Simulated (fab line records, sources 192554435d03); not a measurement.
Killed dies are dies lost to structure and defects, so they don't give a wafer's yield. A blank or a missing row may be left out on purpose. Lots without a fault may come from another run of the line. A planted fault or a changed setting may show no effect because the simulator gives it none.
Which tool did it? | flow n5_finfet | 9 lots, 27 wafers sampled, at 5 steps of a route of 1938

WHAT THE GAUGES READ, wafer by wafer
N5_BEOL_M3_THK_MEAS_53: measures by xrf.
lot  | measured     | on            | M3_THK (nm)
L225 | day 7 11:46  | film_metro-01 | 35.9 41.6 37.9
L227 | day 7 21:19  | film_metro-01 | 40.2 39.3 40.7
L231 | day 9 06:32  | film_metro-01 | 39.6 38.9 42.0
L235 | day 9 22:19  | film_metro-01 | 304.9 303.3 304.8
L234 | day 9 22:44  | film_metro-01 | 301.5 308.5 302.4
L236 | day 10 07:43 | film_metro-01 | 43.2 41.0 40.6
L238 | day 10 18:10 | film_metro-01 | 40.1 40.1 42.4
L246 | day 12 21:02 | film_metro-01 | 38.6 44.9 39.6
L247 | day 13 00:38 | film_metro-01 | 37.3 36.8 40.1

WHICH TOOL RAN EACH LOT (tool, then ch and the chambers of the sampled wafers, then the start)
lot  | N5_BEOL_M3_SPUTTER_81        | N5_BEOL_M3_SPUTTER_86        | N5_BEOL_M3_SPUTTER_96        | N5_BEOL_M3_CMP_52
L225 | pvd_sputter-01, day 7 09:32  | pvd_sputter-01, day 7 09:46  | pvd_sputter-01, day 7 10:58  | cmp-03 ch 0,1,2, day 7 11:31
L227 | pvd_sputter-03, day 7 19:13  | pvd_sputter-03, day 7 19:26  | pvd_sputter-03, day 7 20:32  | cmp-04 ch 0,3, day 7 21:04
L231 | pvd_sputter-03, day 9 04:12  | pvd_sputter-03, day 9 04:25  | pvd_sputter-03, day 9 05:31  | cmp-04 ch 2,3, day 9 06:17
L235 | pvd_sputter-03, day 9 20:13  | pvd_sputter-03, day 9 20:26  | pvd_sputter-03, day 9 21:32  | cmp-01 ch 1,2, day 9 22:01
L234 | pvd_sputter-02, day 9 20:27  | pvd_sputter-02, day 9 20:40  | pvd_sputter-02, day 9 21:46  | cmp-03 ch 0,2,3, day 9 22:29
L236 | pvd_sputter-03, day 10 03:54 | pvd_sputter-03, day 10 04:07 | pvd_sputter-03, day 10 06:52 | cmp-01 ch 0,2,3, day 10 07:30
L238 | pvd_sputter-02, day 10 15:56 | pvd_sputter-02, day 10 16:09 | pvd_sputter-02, day 10 17:15 | cmp-03 ch 0,1,2, day 10 17:55
L246 | pvd_sputter-03, day 12 18:55 | pvd_sputter-03, day 12 19:08 | pvd_sputter-03, day 12 20:14 | cmp-04 ch 1,2,3, day 12 20:49
L247 | pvd_sputter-02, day 12 22:26 | pvd_sputter-02, day 12 22:40 | pvd_sputter-02, day 12 23:46 | cmp-03 ch 2,3, day 13 00:22
- N5_BEOL_M3_SPUTTER_81: material Cu, target thk 4.5 nm, time 8.29 s.
- N5_BEOL_M3_SPUTTER_86: material Cu, target thk 4.5 nm, time 8.29 s.
- N5_BEOL_M3_SPUTTER_96: material Cu, target thk 4.5 nm, time 8.29 s.
- N5_BEOL_M3_CMP_52: polishes, stops on SiOC, t overpolish 6.8 s, target thk 40 nm.

THE ANSWER, worked out from the rows above alone
Rule: what is usual is taken from the lots themselves. Put in order of their means at a reading, lots are off if they are a third of the lots or fewer, leave a main group of 4 or more, and stand apart from it by a gap of 3 or more times the standard deviation of the main group's means; of several such gaps the widest counts. A main group whose means are all the same, to the digits that the tables above print for the reading, isn't used. A lot without any number at a reading at which 4 lots or more have one is off too. The other lots that the step has rows for count as sound.
Off: L235, L234, at N5_BEOL_M3_THK_MEAS_53 (M3_THK). The main group: mean 40.0 nm, standard deviation 1.2.
A tool fits if, at a process step before that reading, it ran every lot that is off, and no sound lot after the first of them. The gauges at N5_BEOL_M3_THK_MEAS_53 are tried like those tools. None of those tried fits.

WHAT THE SIMULATOR HAD PUT IN
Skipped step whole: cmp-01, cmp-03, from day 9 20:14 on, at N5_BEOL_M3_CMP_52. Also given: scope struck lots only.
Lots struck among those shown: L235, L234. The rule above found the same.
